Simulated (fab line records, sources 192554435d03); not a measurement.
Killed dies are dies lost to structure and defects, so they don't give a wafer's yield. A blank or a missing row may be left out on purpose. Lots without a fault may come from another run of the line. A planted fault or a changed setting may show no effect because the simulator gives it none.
A struck lot beside a sound one | flow n5_finfet | 18 steps out of a route of 1938
Sound: wafers L222.1, L222.4, L222.5. Struck: wafer L231.1. (L231.2, L231.5 of the same lot were not struck and are left out.) The cause comes at the end.
At each step with rows: each side's tool, then ch and its chambers, then its first start. Under that, the readings that differ: sound wafers | struck wafers | difference of the means | sigmas: that difference in standard deviations of wafers without a fault.
alike: readings whose means differ by less than 2 such deviations, and words and numbers that are the same on both sides. not compared: withheld readings, readings that some wafer has no value for, bounds like >300 that may hide the same value, and numbers for which the record gives no deviation and whose values overlap.
The two part at a step that has a row with sigmas, a row that says differs or no value, or rows on one side only. Numbers that don't overlap but have no deviation are shown without sigmas and don't part them. A reading that every wafer of one side lacks parts them only if that side has two wafers or more.

N5_BEOL_M12_ETCH_68: etches SOC in N2/H2, time 285 s.
  sound on rie_diel-01 ch 1,2,3, day 13 14:40; struck on rie_diel-04 ch 0, day 15 09:21
  alike: drypump_motor_current_A, oes_product_au, rf_vpp_V, showerhead_plenum_p_Torr, throttle_valve_pct
  not compared: rf_hours_counter_h
then, 1 step without rows for these wafers: N5_BEOL_M12_STRIP_69 (strips in N2/H2).
N5_BEOL_M12_TRENCH_ETCH_34: etches SiOC in C4F8/O2/Ar, target depth 318.95 nm, time 125.5 s.
  sound on rie_diel-01 ch 1,2,3, day 13 14:50; struck on rie_diel-04 ch 0, day 15 09:32
  alike: C4F8_flow_sccm, drypump_motor_current_A, oes_product_au, rf_vpp_V, showerhead_plenum_p_Torr, throttle_valve_pct
  not compared: rf_hours_counter_h
then, 1 step without rows for these wafers: N5_BEOL_M12_STRIP_70 (strips in C4F8/O2/Ar).
N5_BEOL_M12_OCD_MEAS_35:
  sound on ocd-01, day 13 14:59; struck on ocd-01, day 15 09:41
  alike: trench_depth_nm
then, 4 steps without rows for these wafers: N5_BEOL_M12_STRIP_37 (strips in N2/H2); N5_BEOL_M12_ETCH_38 (etches SiCN in CF4/N2, target depth 68.7 nm, time 73.4 s); N5_BEOL_M12_PRECLEAN_39 (cleans in residue remover, time 60 s); N5_BEOL_M12_SRD_40 (time 30 s, dry time 30 s).
N5_BEOL_M12_DEGAS_41: time 60 s.
  sound on pvd_sputter-01, day 13 17:49; struck on pvd_sputter-01, day 15 11:43
  alike: heater_power_w
then, 1 step without rows for these wafers: N5_BEOL_M12_PRE_CLEAN_42 (time 30 s).
N5_BEOL_M12_SPUTTER_43: material TaN, target thk 15 nm, time 24.19 s.
  sound on pvd_sputter-01, day 13 17:54; struck on pvd_sputter-01, day 15 11:49
  alike: throttle_valve_pct
N5_BEOL_M12_SPUTTER_44: material Ta, target thk 10 nm, time 16.13 s.
  sound on pvd_sputter-01, day 13 17:59; struck on pvd_sputter-01, day 15 11:54
  reading                                     | sound    | struck | difference | sigmas
  model.Ta_of_BEOL_M12_SPUTTER_44.thk_nm (nm) | 10 10 10 | 12.4   | +2.4       |
  alike: throttle_valve_pct
then, 2 steps without rows for these wafers: N5_BEOL_M12_SPUTTER_45 (material Cu, target thk 80 nm, time 13.33 s); N5_BEOL_M12_ECD_47 (material Cu, target thk 720 nm).
N5_BEOL_M12_ANNEAL_48: time 90 s.
  sound on rtp_anneal-02 ch 0, day 13 18:19; struck on rtp_anneal-02 ch 0, day 15 12:16
  alike: anneal_temp_c, wafer_temp_C_max
N5_BEOL_M12_CMP_49: polishes, stops on SiOC, t overpolish 20.6 s, target thk 320 nm.
  sound on cmp-04 ch 1,2, day 13 18:39; struck on cmp-02 ch 3, day 15 12:38
  reading                      | sound          | struck | difference | sigmas
  barrier_field_endpoint_s (s) | 32.0 31.2 31.2 | 33.4   | +1.9       | +3
  alike: motor_current_A
N5_BEOL_M12_THK_MEAS_50: measures by xrf.
  sound on film_metro-02, day 13 18:55; struck on film_metro-01, day 15 12:51
  alike: M12_THK

WHERE THEY PART
Only at N5_BEOL_M12_CMP_49, within this record. Later steps at which nothing parts them and some readings are alike: N5_BEOL_M12_THK_MEAS_50.

WHY: what the simulator had put in
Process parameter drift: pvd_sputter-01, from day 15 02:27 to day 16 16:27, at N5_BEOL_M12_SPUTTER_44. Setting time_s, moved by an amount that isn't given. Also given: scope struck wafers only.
